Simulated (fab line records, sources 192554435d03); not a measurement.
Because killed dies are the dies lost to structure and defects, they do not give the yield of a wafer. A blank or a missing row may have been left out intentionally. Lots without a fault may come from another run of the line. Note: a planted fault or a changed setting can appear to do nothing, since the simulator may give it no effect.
Chamber matching ; flow n5-finfet ; 4 sister chambers for N5_BEOL_M8_VIA_ETCH_34 on rie-diel-04
The step etches SiCOH lowk in C4F6/O2, target depth 125.5 nm, time 50.5 s. 4 wafers are shown with their chamber, then 7 later ones without.

## WAFERS, EACH WITH ITS CHAMBER
wafer;chamber;showerhead-plenum-p-Torr (Torr)
L077.3;2;2.80
L082.3;0;2.98
L083.1;1;2.93
L083.3;3;2.79

## WAFERS WITHOUT THEIR CHAMBER
wafer;showerhead-plenum-p-Torr (Torr)
L083.6;2.93
L087.1;2.79
L087.2;2.79
L087.3;2.93
L096.2;2.92
L096.3;2.78
L096.5;2.78

## WHICH CHAMBER EACH ONE RAN IN
wafer;from the rows above;in truth
L083.6;1;1
L087.1;can't be placed: 3 or 2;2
L087.2;can't be placed: 3 or 2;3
L087.3;1;1
L096.2;1;1
L096.3;can't be placed: 3 or 2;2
L096.5;can't be placed: 3 or 2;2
Placed correctly: 3 of 7. Can't be placed from these rows: 4 (the true chamber is among the candidates in 4). 0 placed wrongly.
How it was worked out, from the rows above alone: a wafer's distance from a chamber is the root of the sum, over the readings, of the square of ((its reading less the chamber's mean) divided by the reading's scatter). If the next closest chamber is less than 2 further off than the closest, the wafer can't be placed; otherwise it belongs to the closest. The mean given for a chamber averages the wafers shown for that chamber. The scatter: root of mean squared gap, hidden wafer to nearest shown wafer, with one shown wafer a chamber.
